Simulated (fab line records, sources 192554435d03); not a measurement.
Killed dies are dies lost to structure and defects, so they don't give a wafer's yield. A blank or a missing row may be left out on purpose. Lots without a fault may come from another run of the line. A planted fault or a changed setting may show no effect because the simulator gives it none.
A struck lot beside a sound one | flow n5_finfet | 40 steps out of a route of 1938
Sound: wafers L234.2, L234.4, L234.5. Struck: wafers L232.1, L232.2, L232.3. The cause comes at the end.
At each step with rows: each side's tool, then ch and its chambers, then its first start. Under that, the readings that differ: sound wafers | struck wafers | difference of the means | sigmas: that difference in standard deviations of wafers without a fault.
alike: readings whose means differ by less than 2 such deviations, and words and numbers that are the same on both sides. not compared: withheld readings, readings that some wafer has no value for, bounds like >300 that may hide the same value, and numbers for which the record gives no deviation and whose values overlap.
The two part at a step that has a row with sigmas, a row that says differs or no value, or rows on one side only. Numbers that don't overlap but have no deviation are shown without sigmas and don't part them. A reading that every wafer of one side lacks parts them only if that side has two wafers or more.

first, 2 steps without rows for these wafers: N5_MOL_CONTACT_COAG_ETCH_110 (etches Si in CF4/O2, target depth 2.5 nm, time 8 s); N5_MOL_CONTACT_COAG_STRIP_98 (strips in N2/H2).
N5_MOL_CONTACT_COAG_CD_MEAS_99: target cd 17.2 nm.
  sound on cd_sem-02, day 8 22:08; struck on cd_sem-02, day 8 09:41
  alike: cd_nm
then, 4 steps without rows for these wafers: N5_MOL_CONTACT_COAG_IMPLANT_129; N5_MOL_CONTACT_COAG_PRECLEAN_111 (cleans in NF3:NH3, afs cycles 1, time 20 s, sublimation time 60 s); N5_MOL_CONTACT_COAG_TI_SIL_19 (material Ti, target thk 4.2 nm, time 15 s); N5_MOL_CONTACT_COAG_ALD_20 (deposits TiN, target thk 1.5 nm, pulse time 1 s, purge time 3 s).
N5_MOL_CONTACT_COAG_SIL_ANNEAL_21: time 60 s.
  sound on rtp_anneal-02 ch 0, day 8 23:18; struck on rtp_anneal-02 ch 0, day 8 10:46
  alike: lamp_power_pct, lamp_zone_6_pct, wafer_temp_C_max
then, 2 steps without rows for these wafers: N5_MOL_CONTACT_COAG_PRE_CLEAN_141 (time 60 s); N5_MOL_CONTACT_COAG_SPUTTER_143 (material Co, target thk 2.5 nm).
N5_MOL_CONTACT_COAG_CO_FILL_22: material Co, precursor CCTBA/H2, target thk 20 nm.
  sound on cvd_co-01 ch 1,2, day 9 01:37; struck on cvd_co-02 ch 0,1,2, day 8 11:31
  alike: heater_power_w
N5_MOL_CONTACT_COAG_ANNEAL_113: time 300 s.
  sound on rtp_anneal-01 ch 0, day 9 02:23; struck on rtp_anneal-01 ch 0, day 8 12:07
  alike: lamp_power_pct, lamp_zone_6_pct, wafer_temp_C_max
N5_MOL_CONTACT_COAG_PRE_CLEAN_142: time 60 s.
  sound on pvd_sputter-03, day 9 03:56; struck on pvd_sputter-02, day 8 15:07
  alike: heater_power_w
then, 8 steps without rows for these wafers: N5_MOL_CONTACT_COAG_SPUTTER_130 (material Co, target thk 47.5 nm); N5_MOL_CONTACT_COAG_PRECLEAN_125 (cleans in DIW, time 57.5 s); N5_MOL_CONTACT_COAG_SRD_126 (dry time 32 s); N5_MOL_CONTACT_COAG_CMP_23 (polishes, stops on SiO2, t overpolish 1.5 s, target thk 0 nm); N5_MOL_CONTACT_COAG_WET_ETCH_26 (target Co, target depth 13 nm); N5_MOL_CONTACT_COAG_WET_ETCH_116 (etches the open film in SC1-inhibited, target depth 4.6 nm, rinse time 30 s); N5_MOL_CONTACT_COAG_ALD_27 (deposits SiOC, target thk 17 nm, pulse time 1.5 s, time 2720 s); N5_MOL_CONTACT_COAG_CMP_28 (polishes, stops on SiNx, t overpolish 0.85 s, target thk 14.522 nm).
N5_MOL_CONTACT_COAG_THK_MEAS_29:
  sound on film_metro-01, day 9 07:18; struck on film_metro-02, day 8 18:04
  alike: MD_CAP_THK
N5_MOL_CONTACT_COAG_ALD_123: deposits SiNx, target thk 5 nm, pulse time 1 s, purge time 2 s.
  sound on ald_sin-04 ch 1,2,3, day 9 07:20; struck on ald_sin-02 ch 1,2,3, day 8 19:22
  alike: heater_power_w, precursor_pulse_height_rel
then, 10 steps without rows for these wafers: N5_MOL_CONTACT_COAG_PECVD_31 (deposits SiO2 from TEOS/O2, target thk 46 nm, time 8.9 s); N5_MOL_CONTACT_COAG_COAT_75 (time 60 s, resist thk 60 nm); N5_MOL_CONTACT_COAG_COAT_76 (time 60 s, resist thk 10 nm); N5_MOL_CONTACT_COAG_COAT_77 (time 60 s, resist thk 10 nm); N5_MOL_CONTACT_COAG_COAT_78 (resist thk 40 nm); N5_MOL_CONTACT_COAG_EBR_80; N5_MOL_CONTACT_COAG_SOFTBAKE_79 (time 60 s); N5_MOL_CONTACT_COAG_EXPOSE_81 (exposes mask VG, defocus 0 nm); N5_MOL_CONTACT_COAG_PEB_82 (peb time 60 s); N5_MOL_CONTACT_COAG_DEVELOP_83 (develop time 30 s).
N5_MOL_CONTACT_COAG_CD_MEAS_84: target cd 25.1 nm.
  sound on cd_sem-02 ch 0, day 9 08:18; struck on cd_sem-03 ch 0, day 8 20:13
  alike: cd_nm
N5_MOL_CONTACT_COAG_OVL_MEAS_85:
  sound on overlay-01 ch 0, day 9 08:20; struck on overlay-01 ch 0, day 8 20:14
  reading     | sound          | struck        | difference | sigmas
  VG_OVL (nm) | -2.1 -2.4 -2.1 | -0.3 0.2 -0.8 | +1.9       | +3
N5_MOL_CONTACT_COAG_DESCUM_88: chemistry O2, time 7 s.
  sound on rie_diel-01 ch 2,3, day 9 08:35; struck on rie_diel-05 ch 0,1,2, day 8 20:28
  alike: drypump_motor_current_A, oes_product_au, rf_vpp_V, showerhead_plenum_p_Torr, throttle_valve_pct
  not compared: rf_hours_counter_h
then, 3 steps without rows for these wafers: N5_MOL_CONTACT_COAG_ETCH_89 (etches underlayer in N2/H2, target depth 13 nm, time 10.4 s); N5_MOL_CONTACT_COAG_ETCH_90 (etches SiARC in CF4, target depth 13 nm, time 21.7 s); N5_MOL_CONTACT_COAG_ALD_131 (deposits SiO2, target thk 5 nm, pulse time 1 s, co reactant pulse time 1 s).
-- the record jumps here: 7 days lie between the struck wafers' starts before and after (it left off in module MOL_CONTACT_COAG and takes up again in module PASSIVATION, whose first step shown is number 1936 of the route) --
N5_PASSIVATION_PROBE_49:
  the record has rows for the struck wafers here (prober-01, day 16 08:20) and none for the sound ones

WHERE THEY PART
First at N5_MOL_CONTACT_COAG_OVL_MEAS_85; last, within this record, at N5_PASSIVATION_PROBE_49.

WHY: what the simulator had put in
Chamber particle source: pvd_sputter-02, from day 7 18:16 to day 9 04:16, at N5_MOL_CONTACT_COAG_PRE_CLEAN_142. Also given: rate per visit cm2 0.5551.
